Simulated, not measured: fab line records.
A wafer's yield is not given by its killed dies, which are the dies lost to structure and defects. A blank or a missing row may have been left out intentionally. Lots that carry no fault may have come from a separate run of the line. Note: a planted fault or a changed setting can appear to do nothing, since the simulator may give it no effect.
Comparing a struck lot with a sound one	flow n5Finfet	16 out of 1938 route steps
Sound: these wafers, L917.3, L917.5, L917.6. Struck: wafers L921.3, L921.6. (L921.2 of the same lot was not struck and is left out.) The cause comes at the end.
Order at every step that has rows: each side's tool, ch and its chambers, its first start. Under that, the readings that differ: sound wafers	struck wafers	difference of the means	sigmas: that difference in standard deviations of wafers without a fault.
alike: same words and numbers on both sides, and readings whose means sit less than 2 such deviations apart. not compared: any withheld reading, any reading some wafer has no value for, any bound like >300 that may hide the same value, and any number with overlapping values for which the record gives no deviation.
The two part at a step that has a row with sigmas, a row that says differs or no value, or rows on one side only. Non-overlapping numbers with no deviation appear without sigmas and do not part them. Lack of a reading on every wafer of one side parts them only where that side has two or more wafers.

first, 3 steps without rows for these wafers: N5_FIN_SAQP_EXPOSE_13 (exposes mask FIN CORE, target cd 35.6 nm); N5_FIN_SAQP_PEB_14 (peb time 60 s); N5_FIN_SAQP_DEVELOP_15 (develop time 30 s).
N5_FIN_SAQP_CD_MEAS_16: target cd 35.6 nm.
  sound on cdSem-03 ch 0, day 2 21:28; struck on cdSem-03 ch 0, day 3 22:00
  alike: cdNm
N5_FIN_SAQP_OVL_MEAS_17:
  sound on overlay-01 ch 0, day 2 21:31; struck on overlay-02 ch 0, day 3 22:02
  alike: FIN_CORE_OVL
N5_FIN_SAQP_INSPECT_18: inspects for defects (brightfield).
  struck on defectInspect-02, day 3 22:04; sound on defectInspect-02, day 2 21:32
  alike: rawDefectCount
N5_FIN_SAQP_DESCUM_21: chemistry O2, time 7.9 s.
  sound on rieDiel-01 ch 0,1, day 2 21:37; struck on rieDiel-05 ch 0,3, day 3 22:05
  alike: drypumpMotorCurrentA, oesProductAu, rfVppV, showerheadPlenumPTorr, throttleValvePct
  not compared: rfHoursCounterH
N5_FIN_SAQP_ETCH_51: etches SiARC in CF4, target depth 45.5 nm, time 75.8 s.
  sound on rieDiel-01 ch 0,1, day 2 21:38; struck on rieDiel-05 ch 0,3, day 3 22:08
  alike: biasW, cf4FlowSccm, drypumpMotorCurrentA, etchRfOnTimeS, oesProductAu, rfVppV, showerheadPlenumPTorr, throttleValvePct
  not compared: rfHoursCounterH
N5_FIN_SAQP_ETCH_52: etches SOC in N2/H2, target depth 100 nm, overetch 20 nm, time 150 s.
  sound on rieDiel-01 ch 0,1, day 2 21:42; struck on rieDiel-05 ch 0,3, day 3 22:11
  alike: biasW, drypumpMotorCurrentA, h2FlowSccm, oesProductAu, rfVppV, showerheadPlenumPTorr, throttleValvePct
  not compared: rfHoursCounterH
then, 1 step without rows for these wafers: N5_FIN_SAQP_STRIP_53 (strips in N2/H2).
N5_FIN_SAQP_HM_OPEN_73: chemistry CHF3/O2, target SiO2, stops on a-Si, target depth 12 nm, time 16.8 s.
  sound on rieDiel-01 ch 0,1, day 2 21:48; struck on rieDiel-05 ch 0,3, day 3 22:17
  alike: biasW, drypumpMotorCurrentA, oes_ar_750_au, oesProductAu, rfVppV, showerheadPlenumPTorr, throttleValvePct
  not compared: rfHoursCounterH
then, 1 step without rows for these wafers: N5_FIN_SAQP_STRIP_74 (strips in CHF3/O2).
N5_FIN_SAQP_MANDREL_ETCH_22: etches a-Si in HBr/Cl2, stops on SiNx, target depth 60 nm, bt time 10 s, time 30 s.
  sound on rieSi-03 ch 2,3, day 2 21:53; struck on rieSi-03 ch 3, day 3 22:23
reading	sound	struck	difference	sigmas
mfcCl2Sccm (sccm)	80.03 79.99 79.82	68.41 68.40	-11.54	-52
throttleValvePct (%)	35.4 35.4 35.4	34.4 34.4	-1.0	-3
  alike: biasW, drypumpMotorCurrentA, heBacksideLeakSccm, oesProductAu
  not compared: rfHoursCounterH
N5_FIN_SAQP_STRIP_55: strips in N2/H2.
  sound on rieDiel-05 ch 0,1,3, day 2 21:59; struck on rieDiel-01 ch 1,2, day 3 22:31
  alike: drypumpMotorCurrentA, h2FlowSccm, oesProductAu, rfVppV, showerheadPlenumPTorr, throttleValvePct
  not compared: rfHoursCounterH
-- the record jumps here: 6 days lie between the struck wafers' starts before and after (it left off in module FIN_SAQP and takes up again in module BEOL_M4, whose first step shown is number 1111 of the route) --
N5_BEOL_M4_RC_MEAS_101:
  sound on prober-01 ch 0, day 9 02:13; struck on prober-01 ch 0, day 10 06:04
  alike: DIBL_N, DIBL_P, IOFF_N, IOFF_P, ION_N, ION_P, SS_N, SS_P, VT_N, VT_P
-- the record jumps here: 5 days lie between the struck wafers' starts before and after (it left off in module BEOL_M4 and takes up again in module PASSIVATION, whose first step shown is number 1936 of the route) --
N5_PASSIVATION_PROBE_49:
  only the struck wafers here have rows in the record (prober-01, day 15 08:00); the sound ones have none

WHERE THEY PART
First at N5_FIN_SAQP_MANDREL_ETCH_22; last, within this record, at N5_PASSIVATION_PROBE_49.

WHY: what the simulator had put in
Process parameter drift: rieSi-03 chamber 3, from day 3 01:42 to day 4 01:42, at N5_FIN_SAQP_MANDREL_ETCH_22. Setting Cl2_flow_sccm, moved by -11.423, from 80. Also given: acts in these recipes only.
